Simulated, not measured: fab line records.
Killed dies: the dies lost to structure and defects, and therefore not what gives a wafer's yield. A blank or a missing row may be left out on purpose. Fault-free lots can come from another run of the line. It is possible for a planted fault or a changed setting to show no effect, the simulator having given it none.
The tool behind it: which one? | flow nandHarc | 24 lots, 72 wafers sampled, at 5 steps of a route of 1302

== WHAT EACH GAUGE READ, for each wafer ==
NHARC_P_GATE_CD_MEAS_26: the cd target is 120 nm. Usual: 120.4 nm for cdNm, sd 0.51.
lot  | measured     | on       | cdNm (nm)         | flag
L074 | day 5 15:50  | cdSem-01 | 120.5 120.7 120.3 | 
L075 | day 5 16:41  | cdSem-01 | 121.2 121.2 120.4 | 
L077 | day 6 09:10  | cdSem-03 | 120.8 120.9 120.9 | 
L076 | day 6 09:26  | cdSem-02 | 120.7 121.1 120.6 | 
L078 | day 6 20:47  | cdSem-02 | 120.7 121.4 120.8 | 
L079 | day 7 11:05  | cdSem-02 | 120.2 119.8 120.4 | 
L080 | day 7 14:52  | cdSem-01 | 120.2 120.3 120.4 | 
L081 | day 7 21:36  | cdSem-01 | 120.1 120.3 120.5 | 
L082 | day 8 10:46  | cdSem-01 | 120.5 120.2 119.7 | 
L083 | day 8 15:35  | cdSem-02 | 120.8 120.6 121.2 | 
L084 | day 9 10:25  | cdSem-03 | 120.7 120.7 120.9 | 
L085 | day 9 13:59  | cdSem-02 | 121.1 120.9 121.0 | 
L086 | day 10 00:05 | cdSem-01 | 120.0 120.7 120.7 | 
L087 | day 10 09:05 | cdSem-02 | 120.1 120.2 119.6 | 
L088 | day 11 01:28 | cdSem-01 | 119.9 119.8 119.5 | 
L089 | day 11 08:25 | cdSem-03 | 120.9 120.9 120.8 | 
L090 | day 12 00:32 | cdSem-03 | 120.7 120.9 120.7 | 
L091 | day 12 08:58 | cdSem-02 | 120.9 120.6 121.0 | 
L092 | day 12 15:00 | cdSem-02 | 120.4 119.8 120.7 | 
L093 | day 12 23:19 | cdSem-03 | 119.2 120.3 120.2 | 
L094 | day 13 05:19 | cdSem-01 | 120.5 120.2 120.8 | 
L095 | day 13 16:58 | cdSem-03 | 119.8 119.8 119.6 | 
L096 | day 14 06:19 | cdSem-03 | 120.1 120.1 120.6 | 
L097 | day 14 21:21 | cdSem-03 | 119.9 120.4 120.6 | 

NHARC_P_CONTACT_CD_MEAS_12: the cd target is 90 nm. Usual: 90.0 nm for cdNm, sd 0.49.
lot  | measured     | on       | cdNm (nm)      | flag
L074 | day 6 13:49  | cdSem-01 | 89.8 90.0 90.3 | 
L075 | day 6 12:38  | cdSem-02 | 89.4 89.7 89.7 | 
L077 | day 7 05:22  | cdSem-02 | 89.7 89.7 90.2 | 
L076 | day 7 05:51  | cdSem-01 | 90.3 89.8 90.2 | 
L078 | day 7 18:58  | cdSem-01 | 90.1 89.7 89.5 | 
L079 | day 8 09:28  | cdSem-02 | 89.6 89.8 89.7 | 
L080 | day 8 10:59  | cdSem-02 | 89.6 90.1 89.7 | 
L081 | day 8 17:32  | cdSem-01 | 89.8 90.1 90.0 | 
L082 | day 9 07:01  | cdSem-02 | 90.1 89.3 89.7 | 
L083 | day 9 11:32  | cdSem-02 | 90.1 90.9 90.2 | 
L084 | day 10 06:26 | cdSem-01 | 90.0 90.5 89.9 | 
L085 | day 10 11:59 | cdSem-01 | 90.6 90.8 90.6 | 
L086 | day 10 20:04 | cdSem-03 | 90.8 90.2 90.6 | 
L087 | day 11 05:29 | cdSem-01 | 90.4 90.4 90.1 | 
L088 | day 11 22:22 | cdSem-03 | 89.8 89.9 89.3 | 
L089 | day 12 04:15 | cdSem-03 | 89.0 90.0 89.4 | 
L090 | day 12 20:41 | cdSem-03 | 88.7 89.2 88.6 | 
L091 | day 13 04:50 | cdSem-01 | 90.5 90.4 91.0 | 
L092 | day 13 11:00 | cdSem-01 | 90.4 91.3 91.1 | 
L093 | day 13 19:39 | cdSem-03 | 90.7 90.6 90.5 | 
L094 | day 14 01:20 | cdSem-03 | 89.5 89.4 89.7 | 
L095 | day 14 13:01 | cdSem-02 | 89.4 90.3 90.1 | 
L096 | day 15 02:23 | cdSem-02 | 90.1 90.8 90.9 | 
L097 | day 15 17:45 | cdSem-02 | 89.7 89.5 90.0 | 

== WHAT TOOL EACH LOT RAN ON (gives the tool, then ch and the chambers of the sampled wafers, and finally the start) ==
lot  | NHARC_P_GATE_HM_DEP_102      | NHARC_P_GATE_ETCH_114                        | NHARC_P_GATE_RTA_82
L074 | aclDep-01 ch 0, day 5 14:37  | rieDiel-08 ch 1,2,3, day 6 12:08 or earlier  | rtpAnneal-02 ch 0, day 6 12:08
L075 | aclDep-01 ch 0, day 5 15:16  | rieDiel-11 ch 0,1,2, day 6 10:50 or earlier  | rtpAnneal-01 ch 0, day 6 10:50
L077 | aclDep-01 ch 0, day 6 07:48  | rieDiel-11 ch 1,2,3, day 7 03:33 or earlier  | rtpAnneal-01 ch 0, day 7 03:33
L076 | aclDep-02 ch 0, day 6 08:06  | rieDiel-08 ch 0,1,2, day 7 03:57 or earlier  | rtpAnneal-02 ch 0, day 7 03:57
L078 | aclDep-03 ch 0, day 6 19:36  | rieDiel-11 ch 0,1,3, day 7 17:11 or earlier  | rtpAnneal-02 ch 0, day 7 17:11
L079 | aclDep-03 ch 0, day 7 09:56  | rieDiel-08 ch 0,1,3, day 8 07:51 or earlier  | rtpAnneal-01 ch 0, day 8 07:51
L080 | aclDep-01 ch 0, day 7 13:49  | rieDiel-09 ch 0,1,2, day 8 09:15 or earlier  | rtpAnneal-02 ch 0, day 8 09:15
L081 | aclDep-01 ch 0, day 7 20:16  | rieDiel-11 ch 2,3, day 8 15:44 or earlier    | rtpAnneal-02 ch 0, day 8 15:44
L082 | aclDep-03 ch 0, day 8 09:39  | rieDiel-11 ch 0,1, day 9 05:07 or earlier    | rtpAnneal-01 ch 0, day 9 05:07
L083 | aclDep-01 ch 0, day 8 14:14  | rieDiel-11 ch 0,1, day 9 09:51 or earlier    | rtpAnneal-01 ch 0, day 9 09:51
L084 | aclDep-02 ch 0, day 9 09:09  | rieDiel-11 ch 0,1, day 10 04:46 or earlier   | rtpAnneal-01 ch 0, day 10 04:46
L085 | aclDep-03 ch 0, day 9 12:44  | rieDiel-08 ch 0,2,3, day 10 10:21 or earlier | rtpAnneal-01 ch 0, day 10 10:21
L086 | aclDep-01 ch 0, day 9 22:52  | rieDiel-11 ch 1,2,3, day 10 18:23 or earlier | rtpAnneal-02 ch 0, day 10 18:23
L087 | aclDep-01 ch 0, day 10 07:46 | rieDiel-08 ch 0,2, day 11 03:28 or earlier   | rtpAnneal-02 ch 0, day 11 03:28
L088 | aclDep-03 ch 0, day 11 00:08 | rieDiel-09 ch 0,1,3, day 11 20:33 or earlier | rtpAnneal-02 ch 0, day 11 20:33
L089 | aclDep-03 ch 0, day 11 07:17 | rieDiel-11 ch 1,2,3, day 12 02:30 or earlier | rtpAnneal-02 ch 0, day 12 02:30
L090 | aclDep-02 ch 0, day 11 23:18 | rieDiel-11 ch 2,3, day 12 18:54 or earlier   | rtpAnneal-02 ch 0, day 12 18:54
L091 | aclDep-03 ch 0, day 12 07:56 | rieDiel-09 ch 1,2,3, day 13 03:11 or earlier | rtpAnneal-02 ch 0, day 13 03:11
L092 | aclDep-03 ch 0, day 12 13:53 | rieDiel-09 ch 1,2, day 13 09:13 or earlier   | rtpAnneal-02 ch 0, day 13 09:13
L093 | aclDep-03 ch 0, day 12 22:04 | rieDiel-08 ch 2,3, day 13 17:53 or earlier   | rtpAnneal-02 ch 0, day 13 17:53
L094 | aclDep-03 ch 0, day 13 04:19 | rieDiel-09 ch 1,2,3, day 13 23:34 or earlier | rtpAnneal-01 ch 0, day 13 23:34
L095 | aclDep-02 ch 0, day 13 15:12 | rieDiel-08 ch 1,2, day 14 11:13 or earlier   | rtpAnneal-01 ch 0, day 14 11:13
L096 | aclDep-02 ch 0, day 14 04:58 | rieDiel-09 ch 0,1,2, day 15 00:34 or earlier | rtpAnneal-02 ch 0, day 15 00:34
L097 | aclDep-02 ch 0, day 14 20:05 | rieDiel-08 ch 1,3, day 15 15:57 or earlier   | rtpAnneal-01 ch 0, day 15 15:57
- NHARC_P_GATE_HM_DEP_102: deposits aC, target thk 120 nm.
- NHARC_P_GATE_ETCH_114: etches the open film in CF4/O2, target depth 30 nm, overetch 3 nm, time 16.5 s.
- NHARC_P_GATE_RTA_82: time 30 s.

== WHAT THE TOOLS THEMSELVES READ (means of the sampled wafers that have a number; where no wafer has one, the mark that the record gives instead) ==
NHARC_P_GATE_HM_DEP_102. Usual: 34.999 % for throttleValvePct, sd 0.0087.
lot  | tool      | throttleValvePct (%) | flag
L074 | aclDep-01 | 34.996               | 
L075 | aclDep-01 | 35.006               | 
L077 | aclDep-01 | 34.997               | 
L076 | aclDep-02 | 34.995               | 
L078 | aclDep-03 | 35.010               | 
L079 | aclDep-03 | 34.993               | 
L080 | aclDep-01 | 34.999               | 
L081 | aclDep-01 | 34.996               | 
L082 | aclDep-03 | 35.002               | 
L083 | aclDep-01 | 34.996               | 
L084 | aclDep-02 | 35.000               | 
L085 | aclDep-03 | 34.995               | 
L086 | aclDep-01 | 35.001               | 
L087 | aclDep-01 | 34.996               | 
L088 | aclDep-03 | 34.999               | 
L089 | aclDep-03 | 34.996               | 
L090 | aclDep-02 | 35.002               | 
L091 | aclDep-03 | 34.998               | 
L092 | aclDep-03 | 34.995               | 
L093 | aclDep-03 | 34.997               | 
L094 | aclDep-03 | 34.997               | 
L095 | aclDep-02 | 34.992               | 
L096 | aclDep-02 | 35.010               | 
L097 | aclDep-02 | 35.008               | 

NHARC_P_GATE_ETCH_114. Usual: drypumpMotorCurrentA 5.7 A, standard deviation 0.54; oes_o_777_au 1.000 a.u., standard deviation 0.0046; oesProductAu 1.001 a.u., standard deviation 0.0071; rfVppV 198.1 V, standard deviation 1.4; showerheadPlenumPTorr 1.35 Torr, standard deviation 0.055; throttleValvePct 13.398 %, standard deviation 0.0085.
lot  | tool       | drypumpMotorCurrentA (A) | oes_o_777_au (a.u.) | oesProductAu (a.u.) | rfVppV (V) | showerheadPlenumPTorr (Torr) | throttleValvePct (%) | flag
L074 | rieDiel-08 | 5.4                      | 0.997               | 1.000               | 197.5      | 1.35                         | 13.393               | 
L075 | rieDiel-11 | 5.9                      | 1.003               | 1.003               | 197.5      | 1.33                         | 13.400               | 
L077 | rieDiel-11 | 6.3                      | 1.004               | 1.008               | 197.5      | 1.33                         | 13.402               | 
L076 | rieDiel-08 | 5.6                      | 1.001               | 0.997               | 198.1      | 1.31                         | 13.401               | 
L078 | rieDiel-11 | 6.1                      | 1.004               | 1.008               | 197.7      | 1.35                         | 13.403               | 
L079 | rieDiel-08 | 5.5                      | 1.000               | 0.998               | 198.2      | 1.34                         | 13.393               | 
L080 | rieDiel-09 | 5.2                      | 1.003               | 0.997               | 198.9      | 1.40                         | 13.404               | 
L081 | rieDiel-11 | 6.0                      | 1.002               | 1.010               | 197.6      | 1.32                         | 13.392               | 
L082 | rieDiel-11 | 6.2                      | 1.001               | 1.009               | 197.8      | 1.34                         | 13.396               | 
L083 | rieDiel-11 | 6.2                      | 1.000               | 1.002               | 198.1      | 1.34                         | 13.406               | 
L084 | rieDiel-11 | 5.7                      | 1.003               | 1.001               | 198.5      | 1.35                         | 13.393               | 
L085 | rieDiel-08 | 5.6                      | 0.999               | 1.001               | 196.0      | 1.29                         | 13.395               | 
L086 | rieDiel-11 | 6.3                      | 1.002               | 1.002               | 197.8      | 1.33                         | 13.398               | 
L087 | rieDiel-08 | 5.8                      | 0.997               | 1.000               | 195.8      | 1.25                         | 13.402               | 
L088 | rieDiel-09 | 5.5                      | 1.003               | 1.005               | 199.8      | 1.40                         | 13.393               | 
L089 | rieDiel-11 | 6.3                      | 0.999               | 0.998               | 198.0      | 1.33                         | 13.397               | 
L090 | rieDiel-11 | 6.0                      | 0.999               | 1.000               | 198.4      | 1.32                         | 13.402               | 
L091 | rieDiel-09 | 5.3                      | 0.999               | 0.995               | 198.8      | 1.41                         | 13.393               | 
L092 | rieDiel-09 | 5.1                      | 0.999               | 0.997               | 199.3      | 1.42                         | 13.401               | 
L093 | rieDiel-08 | 5.4                      | 1.003               | 0.997               | 198.0      | 1.32                         | 13.399               | 
L094 | rieDiel-09 | 5.3                      | 0.996               | 1.000               | 198.7      | 1.41                         | 13.397               | 
L095 | rieDiel-08 | 5.3                      | 1.003               | 0.998               | 199.3      | 1.37                         | 13.396               | 
L096 | rieDiel-09 | 5.2                      | 1.000               | 0.998               | 199.0      | 1.40                         | 13.400               | 
L097 | rieDiel-08 | 5.3                      | 1.004               | 0.996               | 198.3      | 1.37                         | 13.390               | 

NHARC_P_GATE_RTA_82. Usual: lampPowerPct 4.013 %, standard deviation 0.011; lamp_zone_6_pct 3.981 %, standard deviation 0.011; wafer_temp_C_max 452.7, standard deviation 0.58.
lot  | tool         | lampPowerPct (%) | lamp_zone_6_pct (%) | wafer_temp_C_max | flag
L074 | rtpAnneal-02 | 4.000            | 3.970               | 452.0            | 
L075 | rtpAnneal-01 | 4.026            | 3.991               | 453.0            | 
L077 | rtpAnneal-01 | 4.026            | 3.992               | 453.0            | 
L076 | rtpAnneal-02 | 4.004            | 3.974               | 452.8            | 
L078 | rtpAnneal-02 | 4.006            | 3.970               | 452.8            | 
L079 | rtpAnneal-01 | 4.028            | 3.997               | 452.4            | 
L080 | rtpAnneal-02 | 4.005            | 3.976               | 452.7            | 
L081 | rtpAnneal-02 | 4.008            | 3.974               | 452.2            | 
L082 | rtpAnneal-01 | 4.026            | 3.994               | 453.1            | 
L083 | rtpAnneal-01 | 4.026            | 3.991               | 453.0            | 
L084 | rtpAnneal-01 | 4.027            | 3.996               | 453.2            | 
L085 | rtpAnneal-01 | 4.025            | 3.991               | 452.5            | 
L086 | rtpAnneal-02 | 4.006            | 3.972               | 453.1            | 
L087 | rtpAnneal-02 | 4.004            | 3.970               | 453.1            | 
L088 | rtpAnneal-02 | 4.004            | 3.971               | 453.2            | 
L089 | rtpAnneal-02 | 4.006            | 3.977               | 452.5            | 
L090 | rtpAnneal-02 | 4.005            | 3.975               | 452.8            | 
L091 | rtpAnneal-02 | 4.002            | 3.969               | 452.8            | 
L092 | rtpAnneal-02 | 4.003            | 3.971               | 452.8            | 
L093 | rtpAnneal-02 | 4.006            | 3.971               | 452.6            | 
L094 | rtpAnneal-01 | 4.022            | 3.994               | 453.3            | 
L095 | rtpAnneal-01 | 4.019            | 3.993               | 452.5            | 
L096 | rtpAnneal-02 | 4.003            | 3.971               | 452.5            | 
L097 | rtpAnneal-01 | 4.022            | 3.994               | 452.3            | 

== THE ANSWER, worked out from the rows above alone ==
Rule: a lot is off if the mean of its wafers that have a number lies more than 3 standard deviations from the usual mean. Also off: a lot with no number at a reading for which 4 or more lots have one. Where the step has rows for the other lots, those lots are counted as sound. After the gauges, taken in route order, come the tools' own readings; for these a lot's mean is taken, as printed above. At the first step where some lot is off, the reading lying furthest off is the one used; lots without a number count as furthest.
None of the lots is off at any reading shown; this tells nothing.

== WHAT THE SIMULATOR PUT IN ==
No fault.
